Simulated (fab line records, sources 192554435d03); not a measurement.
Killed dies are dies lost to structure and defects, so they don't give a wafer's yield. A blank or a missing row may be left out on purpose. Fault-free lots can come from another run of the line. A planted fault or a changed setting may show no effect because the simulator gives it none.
Lot-split experiment || flow n5-finfet || 7 lots, 21 wafers read, on a route of 1938 steps

== THE SPLIT ==
At N5_BEOL_M4_COAT_67 (time 60 s, resist thk 60 nm), the setting spin-rpm was moved away from the recipe's 1500 rpm on 3 of the 21 wafers read, by -7.1% to +10.5%. For the rest of the wafers, this setting stayed at what the recipe calls for.

Reading taken at the split's own step.

== THE READING ==
SOC_of_BEOL_M4_COAT_67.thk-nm (the simulator's own value, which no gauge read), in nm, at N5_BEOL_M4_COAT_67 (time 60 s, resist thk 60 nm). The file gives no usual value for it. Average 60.0 nm, standard deviation 0.16 nm, over the 18 wafers here run with the recipe.

{"wafer": "L079.2", "tool, chamber at the split": "litho-track-05, 0", "spin-rpm as run, rpm": 1500, "against the recipe": "recipe", "SOC_of_BEOL_M4_COAT_67.thk-nm, nm": 60.2, "against lot-mates on the recipe": "-"}
{"wafer": "L079.6", "tool, chamber at the split": "litho-track-05, 0", "spin-rpm as run, rpm": 1500, "against the recipe": "recipe", "SOC_of_BEOL_M4_COAT_67.thk-nm, nm": 60.2, "against lot-mates on the recipe": "-"}
{"wafer": "L079.5", "tool, chamber at the split": "litho-track-05, 0", "spin-rpm as run, rpm": 1500, "against the recipe": "recipe", "SOC_of_BEOL_M4_COAT_67.thk-nm, nm": 60.4, "against lot-mates on the recipe": "-"}
{"wafer": "L080.1", "tool, chamber at the split": "litho-track-03, 0", "spin-rpm as run, rpm": 1500, "against the recipe": "recipe", "SOC_of_BEOL_M4_COAT_67.thk-nm, nm": 60, "against lot-mates on the recipe": "-"}
{"wafer": "L080.2", "tool, chamber at the split": "litho-track-03, 0", "spin-rpm as run, rpm": 1500, "against the recipe": "recipe", "SOC_of_BEOL_M4_COAT_67.thk-nm, nm": 60, "against lot-mates on the recipe": "-"}
{"wafer": "L080.3", "tool, chamber at the split": "litho-track-03, 0", "spin-rpm as run, rpm": 1500, "against the recipe": "recipe", "SOC_of_BEOL_M4_COAT_67.thk-nm, nm": 60, "against lot-mates on the recipe": "-"}
{"wafer": "L082.4", "tool, chamber at the split": "litho-track-05, 0", "spin-rpm as run, rpm": 1500, "against the recipe": "recipe", "SOC_of_BEOL_M4_COAT_67.thk-nm, nm": 59.6, "against lot-mates on the recipe": "-"}
{"wafer": "L082.5", "tool, chamber at the split": "litho-track-05, 0", "spin-rpm as run, rpm": 1394, "against the recipe": "-7.1%", "SOC_of_BEOL_M4_COAT_67.thk-nm, nm": 62.2, "against lot-mates on the recipe": "+2.6"}
{"wafer": "L082.6", "tool, chamber at the split": "litho-track-05, 0", "spin-rpm as run, rpm": 1394, "against the recipe": "-7.1%", "SOC_of_BEOL_M4_COAT_67.thk-nm, nm": 62.2, "against lot-mates on the recipe": "+2.6"}
{"wafer": "L088.1", "tool, chamber at the split": "litho-track-01, 0", "spin-rpm as run, rpm": 1500, "against the recipe": "recipe", "SOC_of_BEOL_M4_COAT_67.thk-nm, nm": 60, "against lot-mates on the recipe": "-"}
{"wafer": "L088.2", "tool, chamber at the split": "litho-track-01, 0", "spin-rpm as run, rpm": 1500, "against the recipe": "recipe", "SOC_of_BEOL_M4_COAT_67.thk-nm, nm": 60, "against lot-mates on the recipe": "-"}
{"wafer": "L088.5", "tool, chamber at the split": "litho-track-01, 0", "spin-rpm as run, rpm": 1500, "against the recipe": "recipe", "SOC_of_BEOL_M4_COAT_67.thk-nm, nm": 60, "against lot-mates on the recipe": "-"}
{"wafer": "L090.1", "tool, chamber at the split": "litho-track-05, 0", "spin-rpm as run, rpm": 1500, "against the recipe": "recipe", "SOC_of_BEOL_M4_COAT_67.thk-nm, nm": 60, "against lot-mates on the recipe": "-"}
{"wafer": "L090.3", "tool, chamber at the split": "litho-track-05, 0", "spin-rpm as run, rpm": 1500, "against the recipe": "recipe", "SOC_of_BEOL_M4_COAT_67.thk-nm, nm": 60, "against lot-mates on the recipe": "-"}
{"wafer": "L090.4", "tool, chamber at the split": "litho-track-05, 0", "spin-rpm as run, rpm": 1500, "against the recipe": "recipe", "SOC_of_BEOL_M4_COAT_67.thk-nm, nm": 60, "against lot-mates on the recipe": "-"}
{"wafer": "L094.2", "tool, chamber at the split": "litho-track-05, 0", "spin-rpm as run, rpm": 1500, "against the recipe": "recipe", "SOC_of_BEOL_M4_COAT_67.thk-nm, nm": 60, "against lot-mates on the recipe": "-"}
{"wafer": "L094.3", "tool, chamber at the split": "litho-track-05, 0", "spin-rpm as run, rpm": 1658, "against the recipe": "+10.5%", "SOC_of_BEOL_M4_COAT_67.thk-nm, nm": 57, "against lot-mates on the recipe": -2.9}
{"wafer": "L094.4", "tool, chamber at the split": "litho-track-05, 0", "spin-rpm as run, rpm": 1500, "against the recipe": "recipe", "SOC_of_BEOL_M4_COAT_67.thk-nm, nm": 59.8, "against lot-mates on the recipe": "-"}
{"wafer": "L097.1", "tool, chamber at the split": "litho-track-01, 0", "spin-rpm as run, rpm": 1500, "against the recipe": "recipe", "SOC_of_BEOL_M4_COAT_67.thk-nm, nm": 60, "against lot-mates on the recipe": "-"}
{"wafer": "L097.2", "tool, chamber at the split": "litho-track-01, 0", "spin-rpm as run, rpm": 1500, "against the recipe": "recipe", "SOC_of_BEOL_M4_COAT_67.thk-nm, nm": 60, "against lot-mates on the recipe": "-"}
{"wafer": "L097.4", "tool, chamber at the split": "litho-track-01, 0", "spin-rpm as run, rpm": 1500, "against the recipe": "recipe", "SOC_of_BEOL_M4_COAT_67.thk-nm, nm": 60, "against lot-mates on the recipe": "-"}

FIT RESULTS
A straight line over all 21 wafers: SOC_of_BEOL_M4_COAT_67.thk-nm changes by -0.297 nm for each +1% of spin-rpm; r = -0.99; the points scatter about the line by 0.16 nm.
The same after taking each lot's own level away (the mean of its wafers on the recipe; 21 wafers): -0.318 nm for each +1%; r = -0.99; scatter 0.15 nm.
The reading moves by 3.4 nm for the largest change in spin-rpm, on that fit.
The lots' own levels span 59.60 to 60.27 nm, that is 4.3 times the standard deviation above.
So the lot-to-lot level changes the slope little: the two slopes agree.
Check: for one of the wafers moved furthest among these (+10.5%), held out of the fit, the line's prediction against its lot-mates is -3.88 nm. It came out at -2.9 nm against them.

== FURTHER SPLITS ON THESE WAFERS ==
Before the reading, these wafers also passed through other splits. Each is held against what the fit with the lots' levels taken away leaves over:
{"other split on the same wafers": "N5_MOL_CONTACT_COAG_COAT_76 spin-rpm", "wafers away from the commonest value": 9, "r with SOC_of_BEOL_M4_COAT_67.thk-nm (lot level and that fit taken away)": -0.18}
{"other split on the same wafers": "N5_BEOL_M0_SAQP_COAT_08 spin-rpm", "wafers away from the commonest value": 6, "r with SOC_of_BEOL_M4_COAT_67.thk-nm (lot level and that fit taken away)": "+0.18"}
{"other split on the same wafers": "N5_BEOL_M0_SAQP_EXPOSE_11 dose-mj", "wafers away from the commonest value": 5, "r with SOC_of_BEOL_M4_COAT_67.thk-nm (lot level and that fit taken away)": "+0.20"}
{"other split on the same wafers": "N5_BEOL_M0_SAQP_COAT_72 spin-rpm", "wafers away from the commonest value": 6, "r with SOC_of_BEOL_M4_COAT_67.thk-nm (lot level and that fit taken away)": -0.27}
{"other split on the same wafers": "N5_BEOL_M0_ETCH_109 bias-w", "wafers away from the commonest value": 11, "r with SOC_of_BEOL_M4_COAT_67.thk-nm (lot level and that fit taken away)": "+0.27"}
{"other split on the same wafers": "N5_BEOL_M3_COAT_05 spin-rpm", "wafers away from the commonest value": 9, "r with SOC_of_BEOL_M4_COAT_67.thk-nm (lot level and that fit taken away)": "+0.10"}
{"other split on the same wafers": "N5_BEOL_M4_ILD_DEP_00 time-s", "wafers away from the commonest value": 6, "r with SOC_of_BEOL_M4_COAT_67.thk-nm (lot level and that fit taken away)": -0.55}
{"other split on the same wafers": "N5_BEOL_M4_PECVD_72 temp-c", "wafers away from the commonest value": 7, "r with SOC_of_BEOL_M4_COAT_67.thk-nm (lot level and that fit taken away)": "+0.21"}

== FILE'S OWN FIT ==
SOC_of_BEOL_M4_COAT_67.thk-nm changes by -0.304 nm for each +1% of spin-rpm, r = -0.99.
